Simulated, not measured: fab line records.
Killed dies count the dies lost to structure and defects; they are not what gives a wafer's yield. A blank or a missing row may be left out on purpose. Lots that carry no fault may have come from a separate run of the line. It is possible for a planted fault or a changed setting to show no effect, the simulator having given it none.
fab line records | flow nand_harc | part 2 of 2: steps 22 to 30 of 30
record: lots: 5 | wafers: 15 | last_day: 32
route steps=1302 shown A_CONTACT@1071
lots that met no fault: taken from a fault-free run of the same line
start_h: hours from the record's opening day to when the first of the lot's shown wafers began | wait_h: hours elapsed since this lot's preceding step | " repeats the value in the row above | L1.1+2: several wafers, shown together as one row | - either no value or no given start | * or withheld: withheld | < > ~ a bound
route shown NAME@n: NAME is a module with steps in the file, n the number in the route of the first one | usual: mean/standard deviation of fault-free wafers | same: alike in all rows | chamber/n: place in a boat | sites: the reading at each site | _std_site: the standard deviation of these | _edge_site: the outer-site mean with the inner-site mean subtracted | radius_mm: for every site, how far away it sits from the centre of the wafer | mask NAME#n: copy n | behind: the last tool/chamber to shape the wafer | hold: cause of the lot's hold/its duration in hours/its outcome | device: the n, p or np transistor that did not switch | end of line: tests run on the same wafers once the route is complete | a step given without rows: its recipe and nothing more | killed: not the wafer's yield, but the dies lost to structure and defects at the first sort | map: dies across one wafer; x = killed, . = not, _ = none there
set.NAME: the setting the step ran with; set.NAME@STEP: the setting that earlier step ran with | model.NAME: the simulator's own value behind a step, which no gauge read
a table for each step, a row for each wafer; lots at some steps of the route
services: when a tool's chamber went out of use (start_h, in hours from the record's first day, below 0 if earlier), for how many hours, and the reason
== steps ==
step: NHARC_A_CONTACT_ETCH_92
recipe: target_depth_a: 400 | over_etch_frac: 0.5 | time_s: 85.7 | ion_energy_ev: 120 | ch3f_flow_sccm: 50 | o2_flow_sccm: 30 | ar_flow_sccm: 200 | rf_w: 500 | bias_w: 100 | chemistry: CH3F/O2
usual: drypump_motor_current_A: 5.6/0.45 | oes_product_au: 0.94/0.031 | rf_vpp_V: 244.6/1.9 | showerhead_plenum_p_Torr: 2.47/0.12 | throttle_valve_pct: 20.662/0.009
lot.wafer | tool        | chamber | start_h | wait_h | drypump_motor_current_A | oes_product_au | rf_hours_counter_h | rf_vpp_V | showerhead_plenum_p_Torr | throttle_valve_pct
L085.3    | rie_diel-04 | 1       | 635.75  | 0.4    | 6.2                     | 0.90           | 15                 | 245.1    | 2.56                     | 20.668
L085.5    | "           | 3       | "       | "      | 4.8                     | 0.91           | -                  | 244.5    | 2.35                     | 20.652
L085.6    | "           | 0       | "       | "      | 6.1                     | 0.91           | -                  | 242.9    | 2.32                     | 20.643
L089.2    | rie_diel-03 | 3       | 662.78  | 0.5    | 5.6                     | 0.93           | 3                  | 243.3    | 2.41                     | 20.661
L089.4    | "           | 1       | "       | "      | 5.8                     | 0.93           | 4                  | 246.0    | 2.60                     | 20.645
L089.5    | "           | 3       | "       | "      | 5.6                     | 0.94           | -                  | 242.8    | 2.40                     | 20.666
L088.3    | rie_diel-04 | 3       | 670.31  | 0.4    | 4.8                     | 0.94           | 20                 | 242.9    | 2.35                     | 20.671
L088.4    | "           | 2       | "       | "      | 5.6                     | 0.95           | 20                 | 245.4    | 2.55                     | 20.677
L088.6    | "           | 0       | "       | "      | 6.1                     | 0.96           | -                  | 241.5    | 2.32                     | 20.641
L090.1    | rie_diel-03 | 2       | 700.36  | 0.5    | 5.4                     | 0.97           | 18                 | 243.8    | 2.46                     | 20.652
L090.4    | "           | 3       | "       | "      | 5.6                     | 1.02           | 15                 | 245.3    | 2.40                     | 20.668
L090.5    | "           | 0       | "       | "      | 5.2                     | 0.98           | -                  | 247.2    | 2.63                     | 20.656
L094.2    | rie_diel-04 | 2       | 720.55  | 0.5    | 5.7                     | 1.00           | 0                  | 243.8    | 2.55                     | 20.653
L094.5    | "           | 0       | "       | "      | 6.1                     | 1.01           | -                  | 242.5    | 2.32                     | 20.666
L094.6    | "           | 1       | "       | "      | 6.2                     | 1.00           | -                  | 246.1    | 2.55                     | 20.655
step: NHARC_A_CONTACT_ETCH_98
recipe: target_depth_a: 200 | over_etch_frac: 0.5 | time_s: 10 | ion_energy_ev: 250 | c4f6_flow_sccm: 25 | o2_flow_sccm: 20 | ar_flow_sccm: 500 | rf_w: 600 | bias_w: 500 | chemistry: C4F6/O2
usual: drypump_motor_current_A: 5.6/0.44 | oes_product_au: 0.961/0.026 | rf_vpp_V: 547/3.5 | showerhead_plenum_p_Torr: 3.95/0.17 | throttle_valve_pct: 26.903/0.0099
lot.wafer | tool        | chamber | start_h | wait_h | drypump_motor_current_A | oes_product_au | rf_hours_counter_h | rf_vpp_V | showerhead_plenum_p_Torr | throttle_valve_pct
L085.3    | rie_diel-04 | 0       | -       | -      | 6.1                     | 0.962          | 17                 | 542      | 3.72                     | 26.895
L085.6    | "           | 3       | "       | "      | 4.8                     | 0.940          | -                  | 542      | 3.76                     | 26.901
L085.5    | "           | 0       | "       | "      | 6.1                     | 0.962          | -                  | 543      | 3.72                     | 26.893
L089.2    | rie_diel-03 | 1       | -       | -      | 5.8                     | 0.948          | 4                  | 552      | 4.14                     | 26.897
L089.4    | "           | 0       | "       | "      | 5.2                     | 0.919          | 3                  | 551      | 4.19                     | 26.904
L089.5    | "           | 1       | "       | "      | 5.8                     | 0.955          | -                  | 552      | 4.14                     | 26.900
L088.3    | rie_diel-04 | 2       | -       | -      | 5.7                     | 0.967          | 20                 | 549      | 4.06                     | 26.899
L088.4    | "           | 1       | "       | "      | 6.2                     | 0.943          | 20                 | 550      | 4.07                     | 26.919
L088.6    | "           | 3       | "       | "      | 4.9                     | 0.965          | -                  | 544      | 3.76                     | 26.920
L090.1    | rie_diel-03 | 3       | -       | -      | 5.7                     | 1.018          | 15                 | 545      | 3.84                     | 26.899
L090.4    | "           | 0       | "       | "      | 5.2                     | 0.981          | 17                 | 552      | 4.18                     | 26.893
L090.5    | "           | 3       | "       | "      | 5.6                     | 1.024          | -                  | 546      | 3.84                     | 26.908
L094.2    | rie_diel-04 | 3       | -       | -      | 4.8                     | 0.990          | 0                  | 544      | 3.75                     | 26.906
L094.5    | "           | 1       | "       | "      | 6.2                     | 0.993          | -                  | 550      | 4.07                     | 26.898
L094.6    | "           | 2       | "       | "      | 5.6                     | 0.998          | -                  | 551      | 4.06                     | 26.916
step: NHARC_A_CONTACT_CD_MEAS_15
usual: cd_nm: 190.1/0.75
lot.wafer | tool      | chamber | start_h | wait_h | cd_nm
L085.3    | cd_sem-02 | -       | 635.94  | -      | 189.3
L085.5    | "         | -       | "       | "      | 189.7
L085.6    | "         | -       | "       | "      | 190.2
L089.2    | cd_sem-02 | -       | 663.00  | -      | 190.2
L089.4    | "         | -       | "       | "      | 190.6
L089.5    | "         | -       | "       | "      | 190.6
L088.3    | cd_sem-03 | -       | 670.54  | -      | 190.2
L088.4    | "         | -       | "       | "      | 189.8
L088.6    | "         | -       | "       | "      | 190.1
L090.1    | cd_sem-03 | -       | 700.54  | -      | 188.9
L090.4    | "         | -       | "       | "      | 190.4
L090.5    | "         | -       | "       | "      | 190.1
L094.2    | cd_sem-01 | -       | 720.74  | -      | 190.9
L094.5    | "         | -       | "       | "      | 189.7
L094.6    | "         | -       | "       | "      | 189.1
step: NHARC_A_CONTACT_STRIP_107
recipe: n2_flow_sccm: 150 | h2_flow_sccm: 150 | ar_flow_sccm: 0 | bias_w: 0 | chemistry: N2/H2
lot.wafer  | tool        | chamber | start_h | wait_h
L085.3+5+6 | rie_diel-04 | 2,1,2   | 636.02  | 0.1
L089.2+4+5 | rie_diel-03 | 1,2,1   | 663.08  | 0.1
L088.4+3+6 | rie_diel-04 | 1,2,3   | 670.63  | 0.1
L090.4+1+5 | rie_diel-03 | 3,0,3   | 700.62  | 0.1
L094.2+5+6 | rie_diel-04 | 1,0,1   | 720.82  | 0.1
step: NHARC_A_CONTACT_STRIP_108
recipe: cf4_flow_sccm: 100 | chf3_flow_sccm: 30 | ar_flow_sccm: 0 | bias_w: 0 | chemistry: CF4/CHF3
lot.wafer  | tool        | chamber | start_h | wait_h
L085.3+6+5 | rie_diel-04 | 1,1,2   | 636.10  | 0.1
L089.4+2+5 | rie_diel-03 | 3,1,3   | 663.17  | 0.1
L088.3+4+6 | rie_diel-04 | 3,2,3   | 670.70  | 0.1
L090.1+4+5 | rie_diel-03 | 2,3,2   | 700.71  | 0.1
L094.2+6+5 | rie_diel-04 | 1,3,0   | 720.92  | 0.1
step: NHARC_A_CONTACT_STRIP_109
recipe: o2_flow_sccm: 400 | cos_flow_sccm: 20 | ar_flow_sccm: 0 | bias_w: 0 | chemistry: O2/COS
lot.wafer  | tool        | chamber | start_h | wait_h
L085.3+6+5 | rie_diel-04 | 0,3,0   | 636.17  | 0.1
L089.2+4+5 | rie_diel-03 | 0,2,3   | 663.24  | 0.1
L088.4+3+6 | rie_diel-04 | 1,3,1   | 670.77  | 0.1
L090.4+1+5 | rie_diel-03 | 1,3,0   | 700.78  | 0.1
L094.2+5+6 | rie_diel-04 | 2,3,0   | 720.98  | 0.1
step: NHARC_A_CONTACT_ETCH_110
recipe: target_depth_a: 600 | overetch_a: 60 | time_s: 33 | ion_energy_ev: 100 | cf4_flow_sccm: 80 | o2_flow_sccm: 20 | ar_flow_sccm: 0 | rf_w: 300 | bias_w: 100 | chemistry: CF4/O2
usual: drypump_motor_current_A: 5.6/0.4 | oes_product_au: 0.997/0.014 | rf_vpp_V: 198.2/1.5 | showerhead_plenum_p_Torr: 1.36/0.06 | throttle_valve_pct: 13.397/0.0091
lot.wafer | tool        | chamber | start_h | wait_h | drypump_motor_current_A | oes_product_au | rf_hours_counter_h | rf_vpp_V | showerhead_plenum_p_Torr | throttle_valve_pct
L085.3    | rie_diel-04 | 2       | 636.23  | 0.1    | 5.6                     | 1.003          | 15                 | 198.6    | 1.39                     | 13.397
L085.5    | "           | 1       | "       | "      | 6.1                     | 0.979          | -                  | 198.6    | 1.39                     | 13.391
L085.6    | "           | 2       | "       | "      | 5.6                     | 1.001          | -                  | 199.5    | 1.39                     | 13.389
L089.4    | rie_diel-03 | 3       | 663.30  | 0.1    | 5.7                     | 1.022          | 3                  | 195.6    | 1.31                     | 13.397
L089.2    | "           | 0       | "       | "      | 5.2                     | 0.988          | 3                  | 198.5    | 1.43                     | 13.404
L089.5    | "           | 3       | "       | "      | 5.7                     | 1.006          | -                  | 195.5    | 1.31                     | 13.396
L088.4    | rie_diel-04 | 3       | 670.83  | 0.1    | 4.8                     | 1.006          | 20                 | 196.6    | 1.27                     | 13.389
L088.3    | "           | 0       | "       | "      | 6.1                     | 1.018          | 21                 | 196.5    | 1.26                     | 13.410
L088.6    | "           | 1       | "       | "      | 6.2                     | 0.987          | -                  | 198.9    | 1.39                     | 13.404
L090.1    | rie_diel-03 | 3       | 700.84  | 0.1    | 5.6                     | 1.016          | 15                 | 198.3    | 1.30                     | 13.384
L090.4    | "           | 0       | "       | "      | 5.2                     | 0.984          | 17                 | 200.0    | 1.43                     | 13.384
L090.5    | "           | 1       | "       | "      | 5.8                     | 1.007          | -                  | 199.8    | 1.41                     | 13.399
L094.2    | rie_diel-04 | 1       | 721.05  | 0.1    | 6.1                     | 1.003          | 0                  | 199.8    | 1.39                     | 13.396
L094.5    | "           | 2       | "       | "      | 5.6                     | 0.997          | -                  | 196.4    | 1.38                     | 13.409
L094.6    | "           | 3       | "       | "      | 4.8                     | 0.997          | -                  | 196.7    | 1.27                     | 13.418
step: NHARC_A_CONTACT_STRIP_26
recipe: o2_flow_sccm: 500 | ar_flow_sccm: 0 | bias_w: 0 | chemistry: O2
usual: drypump_motor_current_A: 5.6/0.42 | oes_product_au: 0.995/0.014 | rf_vpp_V: 57.8/0.89 | showerhead_plenum_p_Torr: 3.57/0.16 | throttle_valve_pct: 17.036/0.0089
lot.wafer | tool        | chamber | start_h | wait_h | drypump_motor_current_A | oes_product_au | rf_hours_counter_h | rf_vpp_V | showerhead_plenum_p_Torr | throttle_valve_pct
L085.3    | rie_diel-04 | 3       | -       | -      | 4.8                     | 0.991          | 16                 | 56.8     | 3.38                     | 17.031
L085.5    | "           | 3       | "       | "      | 4.8                     | 0.989          | -                  | 57.0     | 3.38                     | 17.038
L085.6    | "           | 0       | "       | "      | 6.1                     | 1.007          | -                  | 57.3     | 3.34                     | 17.017
L089.4    | rie_diel-03 | 2       | -       | -      | 5.4                     | 0.988          | 4                  | 58.8     | 3.54                     | 17.013
L089.2    | "           | 3       | "       | "      | 5.6                     | 1.008          | 3                  | 57.3     | 3.45                     | 17.041
L089.5    | "           | 2       | "       | "      | 5.4                     | 0.993          | -                  | 59.1     | 3.54                     | 17.041
L088.4    | rie_diel-04 | 0       | -       | -      | 6.1                     | 1.019          | 21                 | 58.2     | 3.33                     | 17.037
L088.3    | "           | 1       | "       | "      | 6.2                     | 0.977          | 20                 | 58.2     | 3.67                     | 17.044
L088.6    | "           | 1       | "       | "      | 6.2                     | 0.984          | -                  | 57.8     | 3.66                     | 17.041
L090.4    | rie_diel-03 | 2       | -       | -      | 5.4                     | 0.990          | 18                 | 57.5     | 3.53                     | 17.044
L090.1    | "           | 0       | "       | "      | 5.2                     | 0.971          | 17                 | 58.2     | 3.77                     | 17.038
L090.5    | "           | 1       | "       | "      | 5.8                     | 0.990          | -                  | 59.0     | 3.72                     | 17.025
L094.2    | rie_diel-04 | 1       | -       | -      | 6.2                     | 0.991          | 0                  | 59.2     | 3.66                     | 17.036
L094.5    | "           | 0       | "       | "      | 6.1                     | 1.000          | -                  | 58.4     | 3.33                     | 17.042
L094.6    | "           | 1       | "       | "      | 6.2                     | 0.999          | -                  | 58.8     | 3.66                     | 17.046
step: NHARC_A_CONTACT_STRIP_27
recipe: time_s: 600 | temp_c: 30 | chemistry: post_etch_residue_remover
lot.wafer  | tool         | chamber | start_h | wait_h
L085.6+5+3 | wet_bench-09 | 7,1,3   | 636.61  | -
L089.4+5+2 | wet_bench-07 | 2,3,7   | 663.68  | -
L088.3+6+4 | wet_bench-07 | 6,7,0   | 671.21  | -
L090.4+1+5 | wet_bench-07 | 6,7,0   | 701.23  | -
L094.6+2+5 | wet_bench-09 | 5,6,7   | 721.41  | -
== services ==
tool            | chamber | start_h | hours | kind
arfi_scanner-01 | -       | 612.91  | 1.3   | repair
rie_diel-04     | 0       | 614.40  | -     | clean
rie_diel-04     | 1       | 614.40  | -     | clean
rie_diel-04     | 2       | 614.40  | -     | clean
rie_diel-04     | 3       | 614.40  | -     | clean
har_cap_etch-03 | -       | 625.69  | 1.0   | repair
rie_diel-03     | -       | 634.91  | 1.3   | repair
rie_diel-03     | -       | 636.26  | 9.0   | pm
rie_diel-04     | 0       | 638.90  | -     | clean
rie_diel-04     | 1       | 638.90  | -     | clean
rie_diel-04     | 2       | 638.90  | -     | clean
rie_diel-04     | 3       | 638.90  | -     | clean
rie_diel-04     | 0       | 663.40  | -     | clean
rie_diel-04     | 1       | 663.40  | -     | clean
rie_diel-04     | 2       | 663.40  | -     | clean
rie_diel-04     | 3       | 663.40  | -     | clean
rie_diel-02     | 1       | 663.83  | 8.8   | repair
litho_track-01  | -       | 680.00  | 7.0   | pm
wet_bench-07    | -       | 688.06  | 8.0   | pm
rie_diel-04     | 0       | 688.29  | -     | clean
litho_track-06  | -       | 704.00  | 7.0   | pm
wet_bench-09    | -       | 704.80  | 8.0   | pm
rie_diel-04     | -       | 708.93  | 9.0   | pm
arfi_scanner-03 | -       | 712.00  | 4.0   | pm
